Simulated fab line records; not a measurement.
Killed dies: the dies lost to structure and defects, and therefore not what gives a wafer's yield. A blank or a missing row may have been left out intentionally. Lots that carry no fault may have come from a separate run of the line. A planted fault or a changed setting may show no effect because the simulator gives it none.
fab line records | flow n5Finfet
record: lots: 4 wafers: 12 lastDay: 16
route steps=1938 shown BEOL_M0_SAQP@686 BEOL_M0_CUTY@701 BEOL_M0@715 BEOL_M4@1111
lots untouched by any fault: they come from a run of this same line in which no faults occurred
startH: start of the lot's first displayed wafer, in hours after the record's first day | waitH: hours from the lot's prior step to this one | " identical to the entry in the row above | L1.1+2: a single row standing in for several wafers | - no value, or no start given | * or withheld: withheld | < > ~ a bound
route shown NAME@n: NAME is a module with steps in the file, n the number in the route of the first one | usual: mean/standard deviation taken from wafers without a fault | same: alike in all rows | chamber/n: place in a boat | sites: each site's reading | _std_site: standard deviation across them | _edge_site: inner sites' mean taken away from outer sites' mean | radiusMm: how far each site lies from the wafer's centre | mask NAME#n: copy n | behind: the most recent tool/chamber to have shaped the wafer | hold: what put the lot on hold/how long, in hours/how the hold closed | device: whichever transistor did not switch (one of n, p or np) | end of line: at the end of the route, the tests of the same wafers | a step with no rows: only its recipe | killed: the dies lost at the first sort to structure and to defects; this is not the yield of the wafer | map: a wafer's dies, x killed, . not, _ none there
set.NAME: the setting the step ran with; set.NAME@STEP: the setting that earlier step ran with | model.NAME: the simulator's own value behind a step, which no gauge read
lots at selected steps of the route; one table per step, one row per wafer
services: the hour from which a tool's chamber was out of use, counted from the record's first day as startH (under 0 if before that day), plus the number of hours and why
== steps ==
step: N5_BEOL_M0_SAQP_EXPOSE_37
recipe: maskId: M0_CUT1 na: 0.33 sourceShape: annular sigmaInner: 0.35 sigmaOuter: 0.8 polarization: unpolarized targetCdNm: 30 doseMj: 44.75
step: N5_BEOL_M0_SAQP_PEB_38
recipe: pebTempC: 100 pebTimeS: 60 resist: CAR-EUV
step: N5_BEOL_M0_SAQP_DEVELOP_39
recipe: developTimeS: 30 developer: TMAH resist: CAR-EUV rinseLiquid: surfactantRinse dry: airSpin devTempC: 23
step: N5_BEOL_M0_SAQP_DESCUM_45
recipe: chemistry: O2 timeS: 7 sourcePowerW: 50 biasPowerW: 20 pressureMtorr: 20 rfFrequencyHz: 2.712e+07 tempC: 40 resist: CAR-EUV o2FlowSccm: 225
step: N5_BEOL_M0_SAQP_ETCH_88
recipe: chemistry: N2/H2 target: underlayer targetDepthA: 65 timeS: 5.2 ionEnergyEv: 200 maskMaterial: CAR-EUV pressureMtorr: 30 sourceW: 840 biasW: 150 n2FlowSccm: 200 h2FlowSccm: 200 ends: cleared
step: N5_BEOL_M0_SAQP_ETCH_73
recipe: chemistry: CF4 target: SiARC targetDepthA: 195 maskMaterial: CAR-EUV timeS: 32.5 ionEnergyEv: 80 pressureMtorr: 40 sourceW: 545 biasW: 36 Ar_flow_sccm: 100 cf4FlowSccm: 100 ends: cleared
step: N5_BEOL_M0_SAQP_CUT_ETCH_46
recipe: chemistry: N2/H2 target: SOC targetDepthA: 1350 overetchA: 270 tempC: 40 timeS: 202.5 ionEnergyEv: 200 maskMaterial: SiARC pressureMtorr: 30 sourceW: 840 biasW: 150 n2FlowSccm: 200 h2FlowSccm: 200
step: N5_BEOL_M0_SAQP_STRIP_74
recipe: chemistry: N2/H2 tempC: 40 n2FlowSccm: 200 h2FlowSccm: 200 rfFrequencyHz: 6e+07
step: N5_BEOL_M0_SAQP_STRIP_89
recipe: chemistry: N2/H2 tempC: 40 n2FlowSccm: 200 h2FlowSccm: 200 rfFrequencyHz: 6e+07
step: N5_BEOL_M0_SAQP_ALD_48
recipe: material: SiO2 targetThkA: 200 tempC: 100 aldPrecursorFamily: BDEAS aldCoReactant: O2-plasma pulseTimeS: 1 coReactantPulseTimeS: 1 purgeTimeS: 2 coReactantPurgeTimeS: 2 aldCycles: 139 pressureTorr: 2
usual: aldCycles: 139/0 heaterPowerW: 79/8.6 precursorPulseHeightRel: 1.001/0.02
same: purgeTimeS: 2
columns lot.wafer tool chamber startH waitH aldCycles heaterPowerW precursorPulseHeightRel model.SiO2_of_BEOL_M0_SAQP_ALD_48.thkNm
L109.2 aldSin-01 0 137.58 0.0 139 83 0.977 20
L109.4 " 3 " " 139 68 1.024 20
L109.5 " 1 " " 139 76 0.984 19.8
L121.2 aldSin-01 3 200.88 0.1 218 68 0.995 31.4
L121.3 " 2 " " 139 63 1.005 20
L121.5 " 1 " " 218 77 1.033 31.2
L124.2 aldSin-01 0 227.93 0.7 218 82 1.027 31.4
L124.3 " 3 " " 139 69 1.030 20
L124.4 " 1 " " 218 78 0.990 31.2
L127.1 aldSin-03 2 243.14 0.0 139 83 1.004 20.2
L127.5 " 3 " " 139 88 0.969 20
L127.6 " 0 " " 139 96 0.997 20
step: N5_BEOL_M0_SAQP_ETCH_49
recipe: chemistry: CF4/O2 targetDepthA: 370 target: SiO2 pressureMtorr: 40 sourceW: 535 biasW: 49 Ar_flow_sccm: 100 cf4FlowSccm: 100 O2_flow_sccm: 10 ionEnergyEv: 100
step: N5_BEOL_M0_SAQP_STRIP_75
recipe: chemistry: CF4 resist: SiARC powerW: 300 biasPowerW: 75 pressureMtorr: 50 cf4FlowSccm: 150 rfFrequencyHz: 6e+07
step: N5_BEOL_M0_CUTY_COAT_50
recipe: resist: SiARC tempC: 220 timeS: 60 spinRpm: 1500 resistThkNm: 15
step: N5_BEOL_M0_CUTY_COAT_51
recipe: resist: CAR-ArF-block spinRpm: 1500 resistThkNm: 150
step: N5_BEOL_M0_CUTY_EBR_52
recipe: solvent: PGMEA ebrWidthMm: 1.5
step: N5_BEOL_M0_CUTY_SOFTBAKE_53
recipe: tempC: 110 timeS: 60 resist: CAR-ArF-block
step: N5_BEOL_M0_CUTY_EXPOSE_54
recipe: maskId: M0_ABLK na: 1.35 sourceShape: conventional sigmaOuter: 0.8 polarization: unpolarized doseMj: 36
step: N5_BEOL_M0_CUTY_PEB_55
recipe: pebTempC: 110 pebTimeS: 60 resist: CAR-ArF-block
step: N5_BEOL_M0_CUTY_DEVELOP_56
recipe: developTimeS: 30 developer: TMAH resist: CAR-ArF-block rinseLiquid: diw dry: airSpin devTempC: 23
step: N5_BEOL_M0_CUTY_DESCUM_61
recipe: chemistry: O2 timeS: 7.9 sourcePowerW: 50 biasPowerW: 20 pressureMtorr: 20 rfFrequencyHz: 2.712e+07 tempC: 40 resist: CAR-ArF-block o2FlowSccm: 225
step: N5_BEOL_M0_CUTY_ETCH_62
recipe: chemistry: CF4 target: SiARC maskMaterial: CAR-ArF-block timeS: 58.5 ionEnergyEv: 80 pressureMtorr: 40 sourceW: 545 biasW: 36 Ar_flow_sccm: 100 cf4FlowSccm: 100 ends: cleared
step: N5_BEOL_M0_CUTY_ETCH_63
recipe: chemistry: N2/H2 target: SOC targetDepthA: 827 overetchA: 165 maskMaterial: SiARC tempC: 40 ionEnergyEv: 200 timeS: 124 pressureMtorr: 30 sourceW: 840 biasW: 150 n2FlowSccm: 200 h2FlowSccm: 200
step: N5_BEOL_M0_CUTY_STRIP_64
recipe: chemistry: N2/H2 tempC: 40 n2FlowSccm: 200 h2FlowSccm: 200 rfFrequencyHz: 6e+07
step: N5_BEOL_M0_ETCH_138
recipe: chemistry: CH3F/O2 targetDepthA: 120 target: SiCN timeS: 31.6 ionEnergyEv: 120 pressureMtorr: 30 sourceW: 395 biasW: 75 Ar_flow_sccm: 150 CH3F_flow_sccm: 30 O2_flow_sccm: 20 ends: cleared
step: N5_BEOL_M0_HM_OPEN_105
recipe: chemistry: Cl2/BCl3 targetDepthA: 120 target: TiN ionEnergyEv: 150 pressureMtorr: 10 icpW: 1000 biasW: 126 Cl2_flow_sccm: 53.25 bcl3FlowSccm: 21.75 Ar_flow_sccm: 25
step: N5_BEOL_M0_STRIP_140
recipe: chemistry: CF4 resist: SiARC powerW: 300 biasPowerW: 75 pressureMtorr: 50 cf4FlowSccm: 150 rfFrequencyHz: 6e+07
usual: drypumpMotorCurrentA: 5.6/0.37 oesProductAu: 0.76/0.09 rfVppV: 271.1/1.8 showerheadPlenumPTorr: 1.79/0.058 throttleValvePct: 13.73/0.25
columns lot.wafer tool chamber startH waitH drypumpMotorCurrentA oesProductAu rfHoursCounterH rfVppV showerheadPlenumPTorr throttleValvePct model.SiO2_of_BEOL_M0_SAQP_ALD_48.thkNm
L109.2 rieDiel-06 2 140.88 0.5 5.3 0.73 194 267.9 1.70 13.74 11.2
L109.4 " 3 " " 5.9 0.70 - 271.5 1.76 14.12 11.4
L109.5 " 2 " " 5.3 0.71 - 268.1 1.70 13.75 11.6
L121.2 rieDiel-02 1 203.43 0.1 5.6 0.70 209 273.7 1.86 13.97 18
L121.3 " 0 " " 5.3 0.85 53 273.6 1.82 13.67 11.4
L121.5 " 0 " " 5.3 0.84 - 271.0 1.82 13.68 17.8
L124.2 rieDiel-06 2 230.52 0.1 5.3 0.69 233 269.3 1.69 13.83 18.8
L124.3 " 0 " " 5.9 0.95 4 271.4 1.81 13.19 11.6
L124.4 " 1 " " 6.1 0.69 - 272.4 1.84 14.02 18.4
L127.1 rieDiel-06 0 245.71 0.2 5.9 0.94 10 271.5 1.81 13.19 11.2
L127.5 " 0 " " 6.0 0.94 - 270.7 1.81 13.17 11.6
L127.6 " 2 " " 5.3 0.69 - 267.9 1.69 13.83 11.6
step: N5_BEOL_M0_STRIP_104
recipe: chemistry: N2/H2 powerW: 450 tempC: 40 pressureMtorr: 20 rfFrequencyHz: 6e+07 overashFraction: 0.3 biasPowerW: 7 h2Frac: 0.5 n2FlowSccm: 200 h2FlowSccm: 200
step: N5_BEOL_M4_RC_MEAS_101
usual: DIBL_N: 36.3/1.6 DIBL_P: 36.2/2.1 IOFF_N: 0.16/0.031 IOFF_P: 0.21/0.034 ION_N: 673/11 ION_P: 461/7.4 SS_N: 71.6/0.55 SS_P: 73.3/0.66 VT_N: 251/3.2 VT_P: -251/3.5
columns lot.wafer tool chamber startH waitH DIBL_N[mV/V] DIBL_P[mV/V] IOFF_N[nA/um] IOFF_P[nA/um] ION_N[uA/um] ION_P[uA/um] SS_N[mV/dec] SS_P[mV/dec] VT_N[mV] VT_P[mV]
L109.2 prober-02 0 185.20 0.2 34.9 34.7 0.14 0.20 666 457 71.0 72.7 253 -249
L109.4 " 0 " " 35.7 36.1 0.14 0.22 671 463 71.3 73.4 255 -248
L109.5 " 0 " " 34.6 34.3 0.13 0.19 663 460 70.6 73.1 254 -250
L121.2 prober-02 0 245.59 0.2 35.8 36.0 0.16 0.23 678 469 71.1 72.4 246 -247
L121.3 " 0 " " 35.2 36.1 0.15 0.23 671 466 71.1 72.8 247 -244
L121.5 " 0 " " 36.3 37.2 0.17 0.25 685 485 71.4 72.8 249 -243
L124.2 prober-01 0 269.09 0.2 38.2 39.2 0.19 0.24 690 466 72.3 75.1 248 -252
L124.3 " 0 " " 36.2 36.6 0.15 0.20 673 456 72.1 73.4 249 -250
L124.4 " 0 " " 36.3 36.1 0.14 0.19 660 457 72.2 73.7 254 -251
L127.1 prober-01 0 295.50 0.0 34.2 32.4 0.10 0.14 655 453 71.4 71.8 259 -256
L127.5 " 0 " " 38.0 36.4 0.15 0.20 663 455 72.2 73.5 251 -252
L127.6 " 0 " " 34.3 32.8 0.11 0.14 668 458 71.3 72.1 257 -257
== services ==
columns tool chamber startH hours kind
aldSin-01 2 137.36 3.6 repair
aldSin-03 0 150.53 8.9 repair
rieDiel-02 1 162.23 15.8 repair
rieDiel-02 - 192.75 0.2 repair
rieDiel-06 0 198.38 - clean
rieDiel-06 0 198.38 - consumableReplace:focusRing
rieDiel-06 0 198.38 20.0 scheduledDown
rieDiel-06 0 198.38 20.0 ventCycle
rieDiel-06 3 218.47 - clean
rieDiel-06 3 218.47 - consumableReplace:focusRing
rieDiel-06 3 218.47 14.5 scheduledDown
rieDiel-06 3 218.47 14.5 ventCycle
rieDiel-06 - 224.00 4.3 pm
rieDiel-06 1 232.93 - clean
rieDiel-06 1 232.93 - consumableReplace:focusRing
rieDiel-06 1 232.93 23.5 scheduledDown
rieDiel-06 1 232.93 23.5 ventCycle
aldSin-01 - 237.69 28.1 pm
== key ==
firstSign: step: N5_BEOL_M0_SAQP_ALD_48 reading: aldCycles direction: up sigmas: 99+ usual: * struck: *
effect none on later readings
modelEffect: step: N5_BEOL_M0_SAQP_ALD_48 value: SiO2_of_BEOL_M0_SAQP_ALD_48.thkNm without: 20 struck: 31.3
modelEffect: step: N5_BEOL_M0_STRIP_140 value: SiO2_of_BEOL_M0_SAQP_ALD_48.thkNm without: 11.9 struck: 18.25
metAt N5_BEOL_M0_SAQP_ALD_48
struckWafers L121.2,L121.5,L124.2,L124.4
onsetBetween 137.58 200.88
fault: kind: processParameterDrift tool: aldSin-01 chamber: - onsetH: 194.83 steps: N5_BEOL_M0_SAQP_ALD_48 channel: aldCycles offset: * shape: step endH: 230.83 scope: struckWafersOnly actsIn: * stated: *
